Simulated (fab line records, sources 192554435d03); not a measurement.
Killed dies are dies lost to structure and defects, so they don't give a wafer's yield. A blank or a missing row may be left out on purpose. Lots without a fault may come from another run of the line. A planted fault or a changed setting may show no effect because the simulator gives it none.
Which tool did it? | flow n5_finfet | 8 lots, 24 wafers sampled, at 5 steps of a route of 1938

WHAT THE GAUGES READ, wafer by wafer
N5_BEOL_M4_RC_MEAS_101. Usual: DIBL_N 36.3 mV/V, standard deviation 1.6; DIBL_P 36.4 mV/V, standard deviation 2.1; IOFF_N 0.16 nA/um, standard deviation 0.032; IOFF_P 0.22 nA/um, standard deviation 0.044; ION_N 675 uA/um, standard deviation 12; ION_P 463 uA/um, standard deviation 8.3; SS_N 71.6 mV/dec, standard deviation 0.64; SS_P 73.3 mV/dec, standard deviation 0.67; VT_N 250 mV, standard deviation 3.3; VT_P -250 mV, standard deviation 3.7.
lot  | measured     | on        | DIBL_N (mV/V)  | DIBL_P (mV/V)  | IOFF_N (nA/um) | IOFF_P (nA/um) | ION_N (uA/um) | ION_P (uA/um) | SS_N (mV/dec)  | SS_P (mV/dec)  | VT_N (mV)   | VT_P (mV)      | flag
L277 | day 10 10:26 | prober-02 | 38.8 35.0 36.4 | 38.2 33.1 35.1 | 0.18 0.12 0.15 | 0.23 0.16 0.20 | 684 666 686   | 466 455 464   | 71.7 70.6 71.9 | 73.9 73.1 73.5 | 252 256 251 | -247 -255 -251 |
L275 | day 10 11:23 | prober-01 | 33.7 33.8 35.0 | 33.5 33.5 35.4 | 0.13 0.12 0.15 | 0.19 0.19 0.22 | 671 659 664   | 471 464 463   | 71.2 71.0 71.5 | 72.6 73.0 72.8 | 252 254 250 | -249 -249 -251 |
L280 | day 10 15:55 | prober-01 | 35.5 35.7 34.7 | 36.4 36.0 34.5 | 0.16 0.15 0.13 | 0.22 0.21 0.18 | 679 668 663   | 465 457 451   | 71.4 71.8 71.7 | 73.5 72.9 73.5 | 248 251 253 | -251 -248 -250 |
L285 | day 12 23:00 | prober-02 | 33.7 38.6 35.6 | 32.9 38.7 35.8 | 0.13 0.22 0.17 | 0.20 0.29 0.26 | 674 694 696   | 469 472 479   | 71.2 72.7 71.5 | 71.8 74.4 73.3 | 250 243 249 | -247 -245 -244 |
L287 | day 13 03:26 | prober-01 | 33.4 35.7 36.9 | 34.7 36.9 39.4 | 0.13 0.16 0.19 | 0.18 0.22 0.26 | 657 672 668   | 454 461 463   | 71.0 71.3 72.0 | 72.7 73.6 74.2 | 252 250 247 | -250 -250 -248 |
L289 | day 13 18:07 | prober-02 | 34.7 33.1 35.3 | 35.1 33.9 35.8 | 0.14 0.11 0.15 | 0.20 0.18 0.20 | 663 651 668   | 458 457 462   | 71.4 71.3 71.0 | 73.7 73.1 74.1 | 253 257 251 | -253 -252 -251 |
L290 | day 13 21:56 | prober-02 | 36.4 34.7 35.0 | 36.7 33.9 33.9 | 0.16 0.13 0.14 | 0.23 0.19 0.20 | 685 669 676   | 475 460 463   | 71.0 70.9 71.5 | 73.9 72.7 72.5 | 249 251 251 | -249 -249 -248 |
L296 | day 15 18:29 | prober-02 | 35.4 34.7 40.7 | 36.1 35.6 41.8 | 0.13 0.13 0.24 | 0.16 0.16 0.26 | 665 662 697   | 456 456 463   | 71.8 71.1 73.0 | 72.6 73.2 74.2 | 254 252 245 | -253 -256 -247 |

WHICH TOOL RAN EACH LOT (tool, then ch and the chambers of the sampled wafers, then the start)
lot  | N5_BEOL_M3_HM_OPEN_17             | N5_BEOL_M3_ETCH_70                 | N5_BEOL_M3_ETCH_41                            | N5_BEOL_M3_STRIP_97
L277 | rie_metal-03 ch 0,1, day 8 10:35  | rie_diel-04 ch 0,1,2, day 9 04:30  | rie_diel-04 ch 0,1,2, day 10 10:26 or earlier | rie_diel-04 ch 0,1,2, day 10 10:26 or earlier
L275 | rie_metal-01 ch 1, day 8 13:32    | rie_diel-01 ch 1,2,3, day 9 09:49  | rie_diel-01 ch 1,2,3, day 10 11:23 or earlier | rie_diel-01 ch 1,2,3, day 10 11:23 or earlier
L280 | rie_metal-02 ch 0,1, day 8 22:44  | rie_diel-01 ch 1,2, day 9 13:01    | rie_diel-01 ch 1,2, day 10 15:55 or earlier   | rie_diel-01 ch 1,2, day 10 15:55 or earlier
L285 | rie_metal-02 ch 1, day 11 15:23   | rie_diel-01 ch 1,3, day 12 05:28   | rie_diel-01 ch 1,3, day 12 23:00 or earlier   | rie_diel-01 ch 1,3, day 12 23:00 or earlier
L287 | rie_metal-03 ch 0,1, day 11 16:47 | rie_diel-01 ch 0,1, day 12 08:55   | rie_diel-01 ch 0,1, day 13 03:26 or earlier   | rie_diel-01 ch 0,1, day 13 03:26 or earlier
L289 | rie_metal-03 ch 0,1, day 11 22:42 | rie_diel-04 ch 1,2,3, day 12 13:38 | rie_diel-04 ch 1,2,3, day 13 18:07 or earlier | rie_diel-04 ch 1,2,3, day 13 18:07 or earlier
L290 | rie_metal-02 ch 0,1, day 11 23:59 | rie_diel-04 ch 1,2,3, day 12 19:16 | rie_diel-04 ch 1,2,3, day 13 21:56 or earlier | rie_diel-04 ch 1,2,3, day 13 21:56 or earlier
L296 | rie_metal-03 ch 0,1, day 13 02:59 | rie_diel-05 ch 0,1,2, day 13 19:35 | rie_diel-05 ch 0,1,2, day 15 18:29 or earlier | rie_diel-05 ch 0,1,2, day 15 18:29 or earlier
- N5_BEOL_M3_HM_OPEN_17: chemistry Cl2/BCl3, target TiN, target depth 20 nm, overetch 6 nm.
- N5_BEOL_M3_ETCH_70: etches SOC in N2/H2, target depth 80 nm, overetch 16 nm, time 120 s.
- N5_BEOL_M3_ETCH_41: etches SiCN in CH3F/O2, target depth 29.9 nm, time 52.5 s.
- N5_BEOL_M3_STRIP_97: strips in N2/H2, time 10 s.

WHAT THE TOOLS THEMSELVES READ (means of the sampled wafers that have a number; where no wafer has one, the mark that the record gives instead)
N5_BEOL_M3_HM_OPEN_17. Usual: bias_w 125.9 W, standard deviation 0.35; drypump_motor_current_A 5.6 A, standard deviation 0.58; oes_product_au 0.67 a.u., standard deviation 0.09; throttle_valve_pct 22.09 %, standard deviation 0.21.
lot  | tool         | bias_w (W) | drypump_motor_current_A (A) | oes_product_au (a.u.) | throttle_valve_pct (%) | flag
L277 | rie_metal-03 | 125.7      | 5.4                         | 0.64                  | 22.25                  |
L275 | rie_metal-01 | 126.4      | 5.7                         | 0.68                  | 21.79                  |
L280 | rie_metal-02 | 126.0      | 5.9                         | 0.69                  | 22.14                  |
L285 | rie_metal-02 | 126.1      | 6.4                         | 0.73                  | 22.25                  |
L287 | rie_metal-03 | 126.1      | 5.7                         | 0.59                  | 22.12                  |
L289 | rie_metal-03 | 126.4      | 5.7                         | 0.58                  | 22.14                  |
L290 | rie_metal-02 | 125.9      | 5.3                         | 0.80                  | 21.94                  |
L296 | rie_metal-03 | 125.7      | 5.4                         | 0.62                  | 22.29                  |

N5_BEOL_M3_ETCH_70. Usual: bias_w 150.0 W, standard deviation 0.44; drypump_motor_current_A 5.7 A, standard deviation 0.48; n2_flow_sccm 200.1 sccm, standard deviation 0.64; oes_product_au 0.60 a.u., standard deviation 0.057; rf_fwd_power_W 835.1 W, standard deviation 2.6; rf_vpp_V 523.6 V, standard deviation 2.3; showerhead_plenum_p_Torr 2.53 Torr, standard deviation 0.084; throttle_valve_pct 17.87 %, standard deviation 0.22.
lot  | tool        | bias_w (W) | drypump_motor_current_A (A) | n2_flow_sccm (sccm) | oes_product_au (a.u.) | rf_fwd_power_W (W) | rf_vpp_V (V) | showerhead_plenum_p_Torr (Torr) | throttle_valve_pct (%) | flag
L277 | rie_diel-04 | 150.2      | 5.7                         | 200.6               | 0.59                  | 836.9              | 522.9        | 2.47                            | 17.85                  |
L275 | rie_diel-01 | 150.4      | 5.9                         | 200.0               | 0.62                  | 833.5              | 525.7        | 2.56                            | 17.72                  |
L280 | rie_diel-01 | 150.0      | 5.4                         | 199.7               | 0.60                  | 835.4              | 525.8        | 2.60                            | 17.73                  |
L285 | rie_diel-01 | 150.4      | 6.2                         | 200.1               | 0.57                  | 1038.5             | 488.1        | 2.56                            | 17.81                  | OFF
L287 | rie_diel-01 | 149.8      | 6.1                         | 199.5               | 0.58                  | 1038.8             | 489.8        | 2.61                            | 17.91                  | OFF
L289 | rie_diel-04 | 150.3      | 5.7                         | 200.1               | 0.58                  | 837.0              | 521.9        | 2.46                            | 17.90                  |
L290 | rie_diel-04 | 150.0      | 5.7                         | 200.7               | 0.57                  | 834.6              | 522.4        | 2.46                            | 17.91                  |
L296 | rie_diel-05 | 149.5      | 5.3                         | 199.9               | 0.58                  | 835.5              | 524.4        | 2.57                            | 18.00                  |

N5_BEOL_M3_ETCH_41. Usual: CH3F_flow_sccm 30.02 sccm, standard deviation 0.095; bias_w 75.01 W, standard deviation 0.21; drypump_motor_current_A 5.7 A, standard deviation 0.48; oes_product_au 0.79 a.u., standard deviation 0.075; rf_fwd_power_W 390.8 W, standard deviation 1.5; rf_vpp_V 297.3 V, standard deviation 1.5; showerhead_plenum_p_Torr 1.99 Torr, standard deviation 0.055; throttle_valve_pct 16.39 %, standard deviation 0.18.
lot  | tool        | CH3F_flow_sccm (sccm) | bias_w (W) | drypump_motor_current_A (A) | oes_product_au (a.u.) | rf_fwd_power_W (W) | rf_vpp_V (V) | showerhead_plenum_p_Torr (Torr) | throttle_valve_pct (%) | flag
L277 | rie_diel-04 | 30.10                 | 75.28      | 5.7                         | 0.77                  | 392.5              | 296.6        | 1.95                            | 16.35                  |
L275 | rie_diel-01 | 30.07                 | 74.95      | 5.9                         | 0.81                  | 388.8              | 297.5        | 2.02                            | 16.23                  |
L280 | rie_diel-01 | 30.00                 | 74.88      | 5.5                         | 0.79                  | 389.9              | 298.5        | 2.04                            | 16.15                  |
L285 | rie_diel-01 | 29.93                 | 75.00      | 6.2                         | 0.75                  | 391.1              | 297.5        | 2.02                            | 16.32                  |
L287 | rie_diel-01 | 29.91                 | 74.84      | 6.1                         | 0.78                  | 392.3              | 298.7        | 2.04                            | 16.32                  |
L289 | rie_diel-04 | 30.01                 | 75.11      | 5.7                         | 0.75                  | 390.7              | 296.1        | 1.95                            | 16.48                  |
L290 | rie_diel-04 | 30.02                 | 75.01      | 5.7                         | 0.76                  | 390.9              | 296.2        | 1.95                            | 16.48                  |
L296 | rie_diel-05 | 30.03                 | 75.13      | 5.4                         | 0.75                  | 389.9              | 298.0        | 2.03                            | 16.53                  |

N5_BEOL_M3_STRIP_97. Usual: drypump_motor_current_A 5.7 A, standard deviation 0.48; n2_flow_sccm 199.9 sccm, standard deviation 0.55; oes_product_au 0.79 a.u., standard deviation 0.077; rf_vpp_V 59.1 V, standard deviation 0.91; showerhead_plenum_p_Torr 2.53 Torr, standard deviation 0.085; throttle_valve_pct 23.71 %, standard deviation 0.28.
lot  | tool        | drypump_motor_current_A (A) | n2_flow_sccm (sccm) | oes_product_au (a.u.) | rf_vpp_V (V) | showerhead_plenum_p_Torr (Torr) | throttle_valve_pct (%) | flag
L277 | rie_diel-04 | 5.7                         | 200.5               | 0.77                  | 58.7         | 2.47                            | 23.69                  |
L275 | rie_diel-01 | 5.8                         | 200.7               | 0.81                  | 59.3         | 2.56                            | 23.52                  |
L280 | rie_diel-01 | 5.5                         | 200.1               | 0.79                  | 59.5         | 2.60                            | 23.58                  |
L285 | rie_diel-01 | 6.2                         | 200.3               | 0.75                  | 59.2         | 2.56                            | 23.61                  |
L287 | rie_diel-01 | 6.2                         | 199.7               | 0.78                  | 59.9         | 2.61                            | 23.81                  |
L289 | rie_diel-04 | 5.7                         | 199.6               | 0.75                  | 58.6         | 2.46                            | 23.68                  |
L290 | rie_diel-04 | 5.7                         | 199.9               | 0.75                  | 58.6         | 2.46                            | 23.68                  |
L296 | rie_diel-05 | 5.4                         | 200.0               | 0.75                  | 59.7         | 2.57                            | 23.82                  |

THE ANSWER, worked out from the rows above alone
Rule: a lot is off if the mean of its wafers that have a number lies more than 3 standard deviations from the usual mean. A lot without any number at a reading at which 4 lots or more have one is off too. The other lots that the step has rows for count as sound. The gauges are gone through in route order, then the tools' own readings, and for those a lot's mean is taken as printed above. The first step at which some lot is off is used, and at that step the reading that is off furthest; a lot without a number counts as furthest.
Off: L285, L287, at N5_BEOL_M3_ETCH_70 (rf_fwd_power_W).
A tool fits if, at that step or a process step before it, it ran every lot that is off, and no sound lot after the first of them. One fits: rie_diel-01 at N5_BEOL_M3_ETCH_70. Its last sound lot is L280 (day 9 13:01), its first lot that is off L285 (day 12 05:28): a fault that began between those two fits.
The tool's own readings at N5_BEOL_M3_ETCH_70 bear it out: on the lots that are off they differ by more than 5 times the standard deviation of the sound lots' means. rf_fwd_power_W reads 1038.7 W there against 835.5 W on the sound lots; rf_vpp_V reads 489.0 V there against 523.9 V on the sound lots.

WHAT THE SIMULATOR HAD PUT IN
Process parameter drift: rie_diel-01, from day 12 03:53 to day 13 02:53, at N5_BEOL_M3_ETCH_70. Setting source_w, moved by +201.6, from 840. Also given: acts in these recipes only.
Lots struck among those shown: L285, L287. The rule above found the same.
